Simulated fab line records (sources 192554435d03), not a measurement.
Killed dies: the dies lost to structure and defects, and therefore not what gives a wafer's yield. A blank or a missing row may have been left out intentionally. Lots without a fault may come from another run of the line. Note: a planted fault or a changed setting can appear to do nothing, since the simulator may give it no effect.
A sampling plan put to the test + flow n5 finfet + one line in one fab, 40 faults in these records, each fault weighed on the records of the lots it struck
The plan is the line's own looks: the steps of the route at which a gauge or an inspection reads the wafer and doesn't change it. A look can be judged if struck wafers have a number there and the file gives its usual mean and standard deviation on fault-free wafers. Caught: at a look after the fault's first step, the mean of the struck wafers lies 4 or more of those standard deviations (sigma) from the usual mean. On the tool: the identical test, applied to the tool's own readings at the steps of the fault. Caught also covers a different recipe on the struck wafers, or a record left blank for those wafers only.

## THE FAULTS, as the simulator had put them in
1. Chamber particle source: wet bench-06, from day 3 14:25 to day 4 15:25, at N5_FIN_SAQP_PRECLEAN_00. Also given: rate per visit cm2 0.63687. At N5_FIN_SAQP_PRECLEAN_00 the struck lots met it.
2. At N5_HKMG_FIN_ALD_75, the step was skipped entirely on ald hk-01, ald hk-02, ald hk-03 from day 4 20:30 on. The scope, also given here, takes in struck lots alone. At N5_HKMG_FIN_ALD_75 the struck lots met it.
3. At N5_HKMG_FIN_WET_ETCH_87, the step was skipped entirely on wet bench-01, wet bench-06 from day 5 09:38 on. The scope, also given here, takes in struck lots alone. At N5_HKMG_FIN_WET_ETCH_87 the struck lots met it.
4. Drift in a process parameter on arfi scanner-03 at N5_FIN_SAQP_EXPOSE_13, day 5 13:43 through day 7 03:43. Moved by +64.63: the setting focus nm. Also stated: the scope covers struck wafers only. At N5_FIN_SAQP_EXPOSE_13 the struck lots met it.
5. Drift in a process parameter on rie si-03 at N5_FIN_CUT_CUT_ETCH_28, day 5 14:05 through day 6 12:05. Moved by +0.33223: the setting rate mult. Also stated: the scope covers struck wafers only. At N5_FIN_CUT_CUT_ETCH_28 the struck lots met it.
6. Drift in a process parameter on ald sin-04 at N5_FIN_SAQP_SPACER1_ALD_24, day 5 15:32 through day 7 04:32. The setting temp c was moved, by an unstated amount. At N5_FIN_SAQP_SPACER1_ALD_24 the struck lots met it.
7. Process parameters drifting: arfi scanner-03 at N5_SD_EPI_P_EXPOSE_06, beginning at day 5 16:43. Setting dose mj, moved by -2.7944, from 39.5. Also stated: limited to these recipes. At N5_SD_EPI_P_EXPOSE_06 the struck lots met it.
8. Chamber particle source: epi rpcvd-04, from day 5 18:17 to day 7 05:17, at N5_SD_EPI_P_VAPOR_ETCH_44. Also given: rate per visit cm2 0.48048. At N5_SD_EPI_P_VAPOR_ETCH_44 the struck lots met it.
9. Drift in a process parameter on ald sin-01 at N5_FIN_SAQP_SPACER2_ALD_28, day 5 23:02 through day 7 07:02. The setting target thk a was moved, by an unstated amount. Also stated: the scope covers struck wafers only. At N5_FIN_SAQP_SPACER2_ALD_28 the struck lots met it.
10. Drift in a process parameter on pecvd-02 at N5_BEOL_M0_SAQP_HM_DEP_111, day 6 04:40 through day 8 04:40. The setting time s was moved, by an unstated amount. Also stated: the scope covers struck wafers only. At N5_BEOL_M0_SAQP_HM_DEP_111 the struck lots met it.
11. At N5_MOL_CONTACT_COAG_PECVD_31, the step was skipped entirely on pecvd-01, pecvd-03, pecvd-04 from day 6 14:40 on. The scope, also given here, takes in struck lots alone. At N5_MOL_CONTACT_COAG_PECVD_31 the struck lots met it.
12. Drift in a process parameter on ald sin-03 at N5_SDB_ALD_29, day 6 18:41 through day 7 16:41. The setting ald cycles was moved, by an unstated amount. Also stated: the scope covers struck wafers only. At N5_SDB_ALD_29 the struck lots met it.
13. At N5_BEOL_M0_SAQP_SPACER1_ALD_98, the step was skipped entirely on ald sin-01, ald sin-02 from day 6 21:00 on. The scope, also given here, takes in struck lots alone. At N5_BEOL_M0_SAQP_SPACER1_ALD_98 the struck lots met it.
14. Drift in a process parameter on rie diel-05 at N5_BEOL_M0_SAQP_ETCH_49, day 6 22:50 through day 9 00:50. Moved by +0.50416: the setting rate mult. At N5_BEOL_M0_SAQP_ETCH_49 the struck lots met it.
15. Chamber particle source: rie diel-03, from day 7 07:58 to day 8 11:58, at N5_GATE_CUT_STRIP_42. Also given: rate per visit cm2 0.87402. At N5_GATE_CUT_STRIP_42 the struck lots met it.
16. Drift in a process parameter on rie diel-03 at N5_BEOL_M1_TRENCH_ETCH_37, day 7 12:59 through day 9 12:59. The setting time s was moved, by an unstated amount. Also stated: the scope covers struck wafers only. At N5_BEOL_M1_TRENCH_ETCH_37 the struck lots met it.
17. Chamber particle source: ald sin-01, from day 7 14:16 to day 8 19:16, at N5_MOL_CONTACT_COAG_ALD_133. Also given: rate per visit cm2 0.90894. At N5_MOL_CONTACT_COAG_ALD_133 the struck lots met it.
18. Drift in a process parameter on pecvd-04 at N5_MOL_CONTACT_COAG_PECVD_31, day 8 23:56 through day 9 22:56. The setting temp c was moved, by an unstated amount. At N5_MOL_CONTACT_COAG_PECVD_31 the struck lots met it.
19. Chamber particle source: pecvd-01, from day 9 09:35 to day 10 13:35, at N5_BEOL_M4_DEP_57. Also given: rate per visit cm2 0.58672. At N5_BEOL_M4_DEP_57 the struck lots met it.
20. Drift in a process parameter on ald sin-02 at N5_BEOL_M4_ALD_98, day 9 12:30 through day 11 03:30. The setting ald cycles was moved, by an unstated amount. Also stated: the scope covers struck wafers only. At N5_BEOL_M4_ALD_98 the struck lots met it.
21. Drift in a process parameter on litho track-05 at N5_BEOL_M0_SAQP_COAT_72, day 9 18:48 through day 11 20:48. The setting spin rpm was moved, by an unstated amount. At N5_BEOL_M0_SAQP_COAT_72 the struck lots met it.
22. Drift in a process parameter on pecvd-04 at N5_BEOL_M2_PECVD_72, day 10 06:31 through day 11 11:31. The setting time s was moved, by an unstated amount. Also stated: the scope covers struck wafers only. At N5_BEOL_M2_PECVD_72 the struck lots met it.
23. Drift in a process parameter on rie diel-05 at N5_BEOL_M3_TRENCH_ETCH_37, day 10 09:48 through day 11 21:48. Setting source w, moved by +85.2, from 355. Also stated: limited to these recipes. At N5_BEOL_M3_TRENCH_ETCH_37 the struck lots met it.
24. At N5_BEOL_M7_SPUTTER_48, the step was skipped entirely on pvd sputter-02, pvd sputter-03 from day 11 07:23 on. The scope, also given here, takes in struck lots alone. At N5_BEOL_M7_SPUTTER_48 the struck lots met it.
25. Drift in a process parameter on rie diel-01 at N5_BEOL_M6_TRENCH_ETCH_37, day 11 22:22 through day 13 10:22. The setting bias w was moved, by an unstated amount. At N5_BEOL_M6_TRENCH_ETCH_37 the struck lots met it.
26. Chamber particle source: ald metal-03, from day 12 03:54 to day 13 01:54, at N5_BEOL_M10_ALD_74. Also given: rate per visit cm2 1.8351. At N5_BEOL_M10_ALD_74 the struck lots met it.
27. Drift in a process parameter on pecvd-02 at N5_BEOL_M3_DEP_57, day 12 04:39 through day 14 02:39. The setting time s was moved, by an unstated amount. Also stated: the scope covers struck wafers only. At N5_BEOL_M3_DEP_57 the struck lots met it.
28. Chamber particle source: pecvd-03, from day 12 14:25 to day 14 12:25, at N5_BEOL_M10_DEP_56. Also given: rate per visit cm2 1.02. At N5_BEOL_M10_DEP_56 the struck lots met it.
29. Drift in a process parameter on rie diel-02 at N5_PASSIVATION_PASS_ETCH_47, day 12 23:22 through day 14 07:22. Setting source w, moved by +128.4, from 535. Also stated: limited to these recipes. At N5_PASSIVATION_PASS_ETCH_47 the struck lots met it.
30. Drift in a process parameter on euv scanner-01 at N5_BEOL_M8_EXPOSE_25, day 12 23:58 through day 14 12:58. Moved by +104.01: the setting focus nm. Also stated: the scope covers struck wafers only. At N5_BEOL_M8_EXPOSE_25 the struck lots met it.
31. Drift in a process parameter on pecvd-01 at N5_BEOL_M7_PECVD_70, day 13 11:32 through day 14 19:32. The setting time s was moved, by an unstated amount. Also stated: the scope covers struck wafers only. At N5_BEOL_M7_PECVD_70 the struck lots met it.
32. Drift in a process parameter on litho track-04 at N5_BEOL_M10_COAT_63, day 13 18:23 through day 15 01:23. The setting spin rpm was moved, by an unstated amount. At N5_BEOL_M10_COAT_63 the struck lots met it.
33. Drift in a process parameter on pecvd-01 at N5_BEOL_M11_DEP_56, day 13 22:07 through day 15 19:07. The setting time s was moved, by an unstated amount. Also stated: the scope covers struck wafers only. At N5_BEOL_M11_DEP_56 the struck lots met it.
34. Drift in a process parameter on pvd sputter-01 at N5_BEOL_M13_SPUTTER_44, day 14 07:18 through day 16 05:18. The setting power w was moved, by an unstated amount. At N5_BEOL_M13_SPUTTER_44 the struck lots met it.
35. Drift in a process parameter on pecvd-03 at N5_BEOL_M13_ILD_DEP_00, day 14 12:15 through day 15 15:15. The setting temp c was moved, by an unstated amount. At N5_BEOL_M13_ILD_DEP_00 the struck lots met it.
36. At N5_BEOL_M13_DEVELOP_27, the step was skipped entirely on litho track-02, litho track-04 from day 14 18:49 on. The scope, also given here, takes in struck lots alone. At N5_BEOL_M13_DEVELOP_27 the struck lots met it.
37. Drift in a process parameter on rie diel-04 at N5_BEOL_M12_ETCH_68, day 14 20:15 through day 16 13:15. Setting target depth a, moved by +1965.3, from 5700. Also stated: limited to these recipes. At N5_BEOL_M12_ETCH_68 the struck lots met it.
38. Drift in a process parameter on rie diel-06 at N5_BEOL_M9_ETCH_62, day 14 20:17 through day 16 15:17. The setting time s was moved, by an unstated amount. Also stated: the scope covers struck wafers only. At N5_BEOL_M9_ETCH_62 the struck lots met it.
39. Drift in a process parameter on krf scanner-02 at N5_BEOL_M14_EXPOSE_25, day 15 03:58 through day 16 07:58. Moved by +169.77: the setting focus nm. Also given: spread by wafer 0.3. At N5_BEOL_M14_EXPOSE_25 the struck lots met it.
40. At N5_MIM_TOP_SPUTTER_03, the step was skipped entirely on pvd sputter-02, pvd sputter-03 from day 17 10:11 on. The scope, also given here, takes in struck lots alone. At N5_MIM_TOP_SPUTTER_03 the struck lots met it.

## WHAT THE PLAN SAW
| fault | on the tool itself                               | first look that catches it                      | reading, sigma                                   | median hours from its first step to that look | hours from the fault's start to the first struck lot there | judged looks passed uncaught |
|-------|--------------------------------------------------|-------------------------------------------------|--------------------------------------------------|-----------------------------------------------|------------------------------------------------------------|------------------------------|
| 1     | no reading that can be judged                    | N5_FIN_SAQP_INSPECT_40                          | raw defect count +5.5                            | 6.3                                           | 14                                                         | 1                            |
| 2     | the tool's record is blank for the struck wafers | N5_BEOL_M4_RC_MEAS_101                          | IOFF_P_LONG +99 or beyond                        | 96.3                                          | 97                                                         | 0                            |
| 3     | the tool's record is blank for the struck wafers | no look after it can be judged                  | -                                                | -                                             | -                                                          | 0                            |
| 4     | under 2 sigma                                    | N5_FIN_SAQP_CD_MEAS_16                          | cd nm -4.4                                       | 0.1                                           | 9                                                          | 0                            |
| 5     | under 2 sigma                                    | not the one look that can be judged after it    | -                                                | -                                             | -                                                          | 1                            |
| 6     | susceptor temp C +76 sigma                       | none of the 2 looks that can be judged after it | strongest: cd nm at N5_FIN_SAQP_CD_MEAS_27, -2.1 | -                                             | -                                                          | 2                            |
| 7     | exposure dose mJ cm2 -55 sigma                   | N5_SD_EPI_P_CD_MEAS_09                          | cd nm -4.5                                       | 0.1                                           | 17                                                         | 0                            |
| 8     | no reading that can be judged                    | N5_SD_EPI_P_INSPECT_26                          | raw defect count +9.1                            | 3.3                                           | 20                                                         | 0                            |
| 9     | under 2 sigma                                    | N5_FIN_SAQP_CD_MEAS_31                          | cd nm +13                                        | 0.5                                           | 4                                                          | 0                            |
| 10    | under 2 sigma                                    | none of the 4 looks that can be judged after it | -                                                | -                                             | -                                                          | 4                            |
| 11    | the tool's record is blank for the struck wafers | N5_MOL_CONTACT_COAG_INSPECT_42                  | raw defect count +36                             | 1.9                                           | 8                                                          | 0                            |
| 12    | under 2 sigma                                    | not the one look that can be judged after it    | -                                                | -                                             | -                                                          | 1                            |
| 13    | the tool's record is blank for the struck wafers | no look after it can be judged                  | -                                                | -                                             | -                                                          | 0                            |
| 14    | oes product au +6.1 sigma                        | not the one look that can be judged after it    | -                                                | -                                             | -                                                          | 1                            |
| 15    | under 2 sigma                                    | no look after it can be judged                  | -                                                | -                                             | -                                                          | 0                            |
| 16    | run length s -10 sigma                           | N5_BEOL_M1_OCD_MEAS_38                          | trench depth nm -8.7                             | 0.2                                           | 6                                                          | 0                            |
| 17    | under 2 sigma                                    | no look after it can be judged                  | -                                                | -                                             | -                                                          | 0                            |
| 18    | susceptor temp C -16 sigma                       | not the one look that can be judged after it    | -                                                | -                                             | -                                                          | 1                            |
| 19    | under 2 sigma                                    | N5_BEOL_M4_INSPECT_59                           | raw defect count +14                             | 0.1                                           | 13                                                         | 0                            |
| 20    | under 2 sigma                                    | not the one look that can be judged after it    | -                                                | -                                             | -                                                          | 1                            |
| 21    | spin speed rpm +99 or beyond sigma               | not the one look that can be judged after it    | -                                                | -                                             | -                                                          | 1                            |
| 22    | under 2 sigma                                    | not the one look that can be judged after it    | -                                                | -                                             | -                                                          | 1                            |
| 23    | rf fwd power W +40 sigma                         | N5_BEOL_M3_OCD_MEAS_38                          | trench depth nm +4.4                             | 0.1                                           | 18                                                         | 0                            |
| 24    | the tool's record is blank for the struck wafers | no look after it can be judged                  | -                                                | -                                             | -                                                          | 0                            |
| 25    | bias w -99 or beyond sigma                       | N5_BEOL_M6_OCD_MEAS_38                          | trench depth nm -4.7                             | 0.2                                           | 13                                                         | 0                            |
| 26    | under 2 sigma                                    | no look after it can be judged                  | -                                                | -                                             | -                                                          | 0                            |
| 27    | under 2 sigma                                    | none of the 2 looks that can be judged after it | -                                                | -                                             | -                                                          | 2                            |
| 28    | under 2 sigma                                    | N5_BEOL_M10_INSPECT_58                          | raw defect count +28                             | 0.1                                           | 8                                                          | 0                            |
| 29    | rf fwd power W +79 sigma                         | no look after it can be judged                  | -                                                | -                                             | -                                                          | 0                            |
| 30    | under 2 sigma                                    | N5_BEOL_M8_CD_MEAS_28                           | cd nm -38                                        | 0.1                                           | 5                                                          | 0                            |
| 31    | under 2 sigma                                    | none of the 4 looks that can be judged after it | -                                                | -                                             | -                                                          | 4                            |
| 32    | spin speed rpm -99 or beyond sigma               | no look after it can be judged                  | -                                                | -                                             | -                                                          | 0                            |
| 33    | under 2 sigma                                    | not the one look that can be judged after it    | -                                                | -                                             | -                                                          | 1                            |
| 34    | cathode dc power W +99 or beyond sigma           | no look after it can be judged                  | -                                                | -                                             | -                                                          | 0                            |
| 35    | susceptor temp C +62 sigma                       | no look after it can be judged                  | -                                                | -                                             | -                                                          | 0                            |
| 36    | no reading that can be judged                    | no look after it can be judged                  | -                                                | -                                             | -                                                          | 0                            |
| 37    | under 2 sigma                                    | no look after it can be judged                  | -                                                | -                                             | -                                                          | 0                            |
| 38    | under 2 sigma                                    | no look after it can be judged                  | -                                                | -                                             | -                                                          | 0                            |
| 39    | exposure dose mJ cm2 -6.1 sigma                  | none of the 4 looks that can be judged after it | strongest: cd nm at N5_BEOL_M14_CD_MEAS_28, +2.8 | -                                             | -                                                          | 4                            |
| 40    | the tool's record is blank for the struck wafers | no look after it can be judged                  | -                                                | -                                             | -                                                          | 0                            |
Dash: fault not caught, or number not given in these records.

Caught at a look: 13 of 40. Caught on the tool: 19 of 40. By one or the other: 26 of 40.
Caught on the tool alone: faults 3, 6, 13, 14, 18, 21, 24, 29, 32, 34, 35, 39, 40.
Caught at a look alone: faults 1, 4, 8, 9, 19, 28, 30.
Caught by neither: faults 5, 10, 12, 15, 17, 20, 22, 26, 27, 31, 33, 36, 37, 38.

## THINNER SAMPLING
Were the look that catches a fault to measure just every second or every third lot (counted by lot number), the first struck lot would, at worst, be measured this late:
| fault | struck lots at that look, in order of time | every lot | every second lot | every third lot |
|-------|--------------------------------------------|-----------|------------------|-----------------|
| 1     | L951, L952, L954                           | 14 h      | 19 h             | may miss all 3  |
| 2     | L301, L300, L302                           | 97 h      | 102 h            | 108 h           |
| 4     | L218, L219, L221                           | 9 h       | 14 h             | may miss all 3  |
| 7     | L976, L979                                 | 17 h      | 31 h             | may miss all 2  |
| 8     | L529, L531                                 | 20 h      | may miss all 2   | may miss all 2  |
| 9     | L386, L388, L390                           | 4 h       | may miss all 3   | 27 h            |
| 11    | L453, L454, L455                           | 8 h       | 15 h             | 22 h            |
| 16    | L107, L109, L112                           | 6 h       | 32 h             | may miss all 3  |
| 19    | L226, L227                                 | 13 h      | 16 h             | may miss all 2  |
| 23    | L269, L270                                 | 18 h      | 21 h             | may miss all 2  |
| 25    | L271, L272                                 | 13 h      | 31 h             | may miss all 2  |
| 28    | L587, L588                                 | 8 h       | 11 h             | may miss all 2  |
| 30    | L117, L120                                 | 5 h       | 30 h             | may miss all 2  |
Hours count from the start of the fault until the first struck lot that is measured. Since the struck wafers were tested as one group against 4 sigma, a single lot by itself may lie under the limit. Other struck lots may not be in these records.

## THE LONGEST TIMED WAY FROM STEP TO LOOK
In fault 2, a median of 96.3 hours elapses between N5_HKMG_FIN_ALD_75 and N5_BEOL_M4_RC_MEAS_101. No look between them can be judged.
